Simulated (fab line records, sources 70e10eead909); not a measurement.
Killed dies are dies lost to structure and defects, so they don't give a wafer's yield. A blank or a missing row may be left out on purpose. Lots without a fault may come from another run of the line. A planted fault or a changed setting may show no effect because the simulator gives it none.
Chamber matching | flow nand_harc | NHARC_A_BONDPAD_CMP_19 on cmp-01: 4 sister chambers
The step polishes, t overpolish 30 s, cu recess touch 16 s, target thk 169.82 nm. 14 wafers are shown with their chamber, then 7 later ones without.

WAFERS WITH THEIR CHAMBER
wafer  | chamber | motor_current_A (A) | overpolish_run_s (s)
L321.1 | 3       | 10.5                | 29.995
L321.2 | 0       | 14.2                | 29.998
L321.5 | 1       | 12.7                | 30.007
L322.2 | 1       | 12.7                | 30.011
L322.4 | 3       | 10.2                | 30.007
L322.6 | 0       | 14.0                | 29.997
L323.1 | 1       | 12.0                | 29.992
L323.2 | 2       | 11.3                | 30.009
L323.4 | 3       | 9.9                 | 29.995
L325.1 | 0       | 14.1                | 30.011
L325.2 | 3       | 10.0                | 30.015
L325.4 | 2       | 11.3                | 30.001
L324.2 | 2       | 12.1                | 30.008
L324.5 | 0       | 14.5                | 29.996

SIGNATURES (means of the wafers above)
reading          | chamber 0 | chamber 1 | chamber 2 | chamber 3 | scatter within a chamber
motor_current_A  | 14.200    | 12.467    | 11.567    | 10.150    | 0.332
overpolish_run_s | 30.00050  | 30.00333  | 30.00600  | 30.00300  | 0.00822
Rule: a wafer's distance from a chamber is the root of the sum, over the readings, of the square of ((its reading less the chamber's mean) divided by the reading's scatter). The wafer belongs to the nearest chamber; if the next one is less than 2 further off, it can't be placed. The scatter: the root of (the sum of the squares of (reading less its chamber's mean) over the shown wafers, divided by (wafers less chambers)).

WAFERS WITHOUT THEIR CHAMBER
wafer  | motor_current_A (A) | overpolish_run_s (s)
L324.6 | 12.1                | 30.005
L329.1 | 12.1                | 29.990
L329.3 | 13.5                | 30.014
L329.5 | 13.6                | 29.988
L327.1 | 11.9                | 30.002
L327.5 | 11.1                | 30.003
L327.6 | 10.2                | 30.011

WHICH CHAMBER EACH WENT THROUGH
wafer  | from the rows above     | in truth
L324.6 | can't be placed: 1 or 2 | 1
L329.1 | can't be placed: 1 or 2 | 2
L329.3 | can't be placed: 0 or 1 | 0
L329.5 | can't be placed: 0 or 1 | 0
L327.1 | can't be placed: 2 or 1 | 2
L327.5 | can't be placed: 2 or 3 | 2
L327.6 | 3                       | 3
Placed correctly: 1 of 7. Can't be placed from these rows: 6 (the true chamber is among the candidates in 6). Placed wrongly: 0.
